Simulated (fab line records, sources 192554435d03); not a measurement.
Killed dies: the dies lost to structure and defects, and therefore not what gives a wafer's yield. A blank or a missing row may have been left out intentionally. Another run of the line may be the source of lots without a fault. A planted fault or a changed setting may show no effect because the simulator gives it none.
Chamber matching    flow n5Finfet    aldHk-01 running N5_HKMG_FIN_ALD_74: 4 sister chambers
The step deposits La2O3, target thk 0.5 nm, pulse time 6 s, co reactant pulse time 1 s. 18 wafers are shown with their chamber, then 9 later ones without.

WAFERS, EACH WITH ITS CHAMBER
wafer   chamber  heaterPowerW (W)  precursorPulseHeightRel
L077.1  2        426               1.043
L077.2  0        346               0.961
L077.3  1        353               1.011
L080.3  3        409               0.967
L080.4  1        347               1.006
L080.6  2        421               0.986
L083.2  3        417               1.006
L083.5  3        415               0.996
L083.6  0        359               0.990
L084.1  3        417               0.987
L084.3  1        346               0.979
L084.5  0        355               0.985
L088.2  1        346               1.004
L088.5  0        343               1.025
L088.6  3        424               0.989
L091.2  1        351               1.002
L091.5  0        350               1.004
L091.6  3        417               1.026

SIGNATURES, as means of the wafers listed above
reading                  chamber 0  chamber 1  chamber 2  chamber 3  scatter within a chamber
heaterPowerW             350.60     348.60     423.50     416.50     4.92
precursorPulseHeightRel  0.99300    1.00040    1.01450    0.99517    0.0215
Rule: distance of a wafer from a chamber = root of the sum over the readings of ((wafer's reading minus chamber's mean) / reading's scatter) squared. The wafer belongs to the nearest chamber; if the next one is less than 2 further off, it can't be placed. The scatter: take each reading less its chamber's mean, square it, sum over the shown wafers, divide by the number of wafers less the number of chambers, and take the root.

WAFERS MISSING THEIR CHAMBER
wafer   heaterPowerW (W)  precursorPulseHeightRel
L092.4  412               0.993
L092.5  348               1.018
L092.6  420               0.996
L094.1  428               1.002
L094.4  423               0.975
L094.5  423               0.980
L096.3  411               1.005
L096.4  427               1.015
L096.6  364               1.003

WHICH CHAMBER EACH WENT THROUGH
wafer   from the rows above      in truth
L092.4  can't be placed: 3 or 2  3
L092.5  can't be placed: 1 or 0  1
L092.6  can't be placed: 3 or 2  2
L094.1  can't be placed: 2 or 3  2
L094.4  can't be placed: 3 or 2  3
L094.5  can't be placed: 3 or 2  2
L096.3  can't be placed: 3 or 2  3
L096.4  can't be placed: 2 or 3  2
L096.6  can't be placed: 0 or 1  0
Placed correctly: 0 of 9. Not placeable from these rows: 9 (in 9, the candidates include the true chamber). Number placed wrongly: 0.
